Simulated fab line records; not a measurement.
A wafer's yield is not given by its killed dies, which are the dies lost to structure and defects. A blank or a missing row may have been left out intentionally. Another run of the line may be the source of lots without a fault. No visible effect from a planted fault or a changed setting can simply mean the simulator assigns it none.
A struck lot beside a sound one / flow nand_harc / 13 out of 1159 route steps
Sound: wafers L521.1, L521.2, L521.4. Struck: wafer L528.2 (left out: L528.4, L528.6 of the same lot, which were not struck); the cause appears at the end.
For every step that has rows: the tool of each side, followed by ch and its chambers, followed by its first start. Under that, the readings that differ: sound wafers / struck wafers / difference of the means / sigmas: that difference in standard deviations of wafers without a fault.
alike: readings with means less than 2 such deviations apart, plus words and numbers identical on both sides. not compared: withheld readings, readings lacking a value on some wafer, bounds such as >300 that could conceal the same value, and numbers that have no deviation in the record and whose values overlap.
The two part at a step that has a row with sigmas, a row that says differs or no value, or rows on one side only. Numbers that don't overlap but have no deviation are shown without sigmas and don't part them. A reading that every wafer of one side lacks parts them only if that side has two wafers or more.

first, 2 steps without rows for these wafers: NHARC_A_ONON_D1_ANNEAL_15 (time 3600 s); NHARC_A_ONON_D1_DEP_16 (target thk 1000 nm).
NHARC_A_ONON_D1_THK_MEAS_18: measures by ellipsometry.
  sound on film_metro-02 at day 8 23:40; struck on film_metro-02 at day 11 01:20
  alike: thk_nm
then NHARC_A_ONON_D1_DEP_19 (target thk 1000 nm), 1 step lacking rows for these wafers.
NHARC_A_ONON_D1_THK_MEAS_21: measures by ellipsometry.
  sound on film_metro-02 at day 9 00:13; struck on film_metro-02 at day 11 01:53
  alike: thk_nm
then NHARC_A_ONON_D1_DEP_22 (target thk 1000 nm), 1 step lacking rows for these wafers.
NHARC_A_ONON_D1_THK_MEAS_24: measures by ellipsometry.
  sound on film_metro-01 at day 9 00:47; struck on film_metro-02 at day 11 02:28
reading=thk_nm (nm); sound=984 986 985; struck=1010; difference=+25; sigmas=+2
then NHARC_A_ONON_D1_DEP_25 (target thk 1000 nm), 1 step lacking rows for these wafers.
NHARC_A_ONON_D1_THK_MEAS_27: measures by ellipsometry.
  sound on film_metro-01 at day 9 01:21; struck on film_metro-01 at day 11 03:01
  alike: thk_nm
then NHARC_A_ONON_D1_DEP_28 (target thk 1000 nm), 1 step lacking rows for these wafers.
NHARC_A_ONON_D1_THK_MEAS_30: measures by ellipsometry.
  sound on film_metro-02 at day 9 01:55; struck on film_metro-01 at day 11 03:35
  alike: thk_nm
NHARC_A_ONON_D1_DEP_33: deposits SiO2, target thk 200 nm.
  sound on pecvd-03 ch 1,2, day 9 01:58; struck on pecvd-03 ch 0, day 11 03:38
reading=heater_power_w (W); sound=647 684 651; struck=486; difference=-175; sigmas=-2
reading=rf_fwd_power_W (W); sound=895.1 898.5 898.7; struck=534.6; difference=-362.8; sigmas=-99 or more
reading=showerhead_vpp_V (V); sound=1804 2135 1817; struck=1389; difference=-530; sigmas=-7
  alike: susceptor_temp_C, throttle_valve_pct
NHARC_A_ONON_D1_THK_MEAS_34: measures by ellipsometry.
  sound on film_metro-02 at day 9 02:32; struck on film_metro-02 at day 11 04:03
reading=thk_nm (nm); sound=198.6 200.7 206.6; struck=174.3; difference=-27.7; sigmas=-11

## WHERE THEY PART
Earliest at NHARC_A_ONON_D1_THK_MEAS_24; latest, in this record, at NHARC_A_ONON_D1_THK_MEAS_34.

WHY: the cause the simulator had injected
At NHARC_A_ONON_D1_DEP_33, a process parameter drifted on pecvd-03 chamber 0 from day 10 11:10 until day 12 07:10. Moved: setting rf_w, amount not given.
